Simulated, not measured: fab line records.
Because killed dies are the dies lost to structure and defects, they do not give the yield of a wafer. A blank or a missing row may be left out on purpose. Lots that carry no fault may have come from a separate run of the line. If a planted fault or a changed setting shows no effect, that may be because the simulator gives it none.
Matching of chambers / flow nand harc / NHARC_A_BLC_STRIP_21 on rie diel-07: 4 sister chambers
The step strips in O2. 4 wafers are shown with their chamber, then 9 later ones without.

WAFERS, EACH WITH ITS CHAMBER
wafer=L080.4; chamber=3; showerhead plenum p Torr (Torr)=3.55
wafer=L082.4; chamber=1; showerhead plenum p Torr (Torr)=3.48
wafer=L089.2; chamber=2; showerhead plenum p Torr (Torr)=3.69
wafer=L089.5; chamber=0; showerhead plenum p Torr (Torr)=3.64

WAFERS WITHOUT THEIR CHAMBER
wafer=L091.1; showerhead plenum p Torr (Torr)=3.48
wafer=L091.3; showerhead plenum p Torr (Torr)=3.55
wafer=L091.6; showerhead plenum p Torr (Torr)=3.55
wafer=L094.1; showerhead plenum p Torr (Torr)=3.55
wafer=L094.2; showerhead plenum p Torr (Torr)=3.63
wafer=L094.6; showerhead plenum p Torr (Torr)=3.55
wafer=L097.1; showerhead plenum p Torr (Torr)=3.54
wafer=L097.3; showerhead plenum p Torr (Torr)=3.63
wafer=L097.6; showerhead plenum p Torr (Torr)=3.54

CHAMBER TAKEN BY EACH
wafer=L091.1; from the rows above=1; in truth=1
wafer=L091.3; from the rows above=3; in truth=3
wafer=L091.6; from the rows above=3; in truth=3
wafer=L094.1; from the rows above=3; in truth=3
wafer=L094.2; from the rows above=0; in truth=0
wafer=L094.6; from the rows above=3; in truth=3
wafer=L097.1; from the rows above=3; in truth=3
wafer=L097.3; from the rows above=0; in truth=0
wafer=L097.6; from the rows above=3; in truth=3
Correct placement for 9 of the 9. Can't be placed from these rows: 0. Number placed wrongly: 0.
How it was worked out, from the rows above alone: a wafer's distance from a chamber is the root of the sum, over the readings, of the square of ((its reading less the chamber's mean) divided by the reading's scatter). The wafer belongs to the nearest chamber; if the next one is less than 2 further off, it can't be placed. For every chamber, the mean is computed from those of its wafers that are shown. The scatter: root of mean squared gap, hidden wafer to nearest shown wafer, with one shown wafer a chamber.
